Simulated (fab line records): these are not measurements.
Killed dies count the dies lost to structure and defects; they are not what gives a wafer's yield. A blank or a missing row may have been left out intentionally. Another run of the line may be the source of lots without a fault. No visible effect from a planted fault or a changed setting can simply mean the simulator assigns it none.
Chamber matching	flow n5_finfet	N5_BEOL_M0_SAQP_ETCH_83 on rie_diel-02 has 4 sister chambers
The step etches SiARC in CF4, target depth 39 nm, time 65 s. 8 wafers are shown with their chamber, then 7 later ones without.

== EACH WAFER AND ITS CHAMBER ==
wafer	chamber	showerhead_plenum_p_Torr (Torr)	etch_rf_on_time_s (s)
L083.2	1	2.07	66.1
L083.4	2	2.23	63.8
L083.5	1	2.07	66.4
L087.1	3	2.11	64.7
L087.3	2	2.22	63.9
L087.6	0	2.16	61.9
L092.2	3	2.10	64.7
L092.5	0	2.16	61.8

== WAFERS WHOSE CHAMBER IS MISSING ==
wafer	showerhead_plenum_p_Torr (Torr)	etch_rf_on_time_s (s)
L092.6	2.06	67.3
L094.1	2.22	63.8
L094.4	2.16	60.8
L094.6	2.10	64.5
L096.1	2.16	61.2
L096.3	2.10	64.0
L096.4	2.22	64.1

== WHICH CHAMBER EACH WENT THROUGH ==
wafer	from the rows above	in truth
L092.6	1	1
L094.1	2	2
L094.4	0	0
L094.6	3	3
L096.1	0	0
L096.3	3	3
L096.4	2	2
Placed correctly: 7 of 7. Left unplaced by these rows: 0. Placed wrongly: 0.
How it was worked out, from the rows above alone: a wafer's distance from a chamber is the root of the sum, over the readings, of the square of ((its reading less the chamber's mean) divided by the reading's scatter). If the next closest chamber is less than 2 further off than the closest, the wafer can't be placed; otherwise it belongs to the closest. For every chamber, the mean is computed from those of its wafers that are shown. The scatter is the square root of a quotient: the sum, over the shown wafers, of each reading's squared deviation from its chamber's mean, divided by wafers minus chambers.
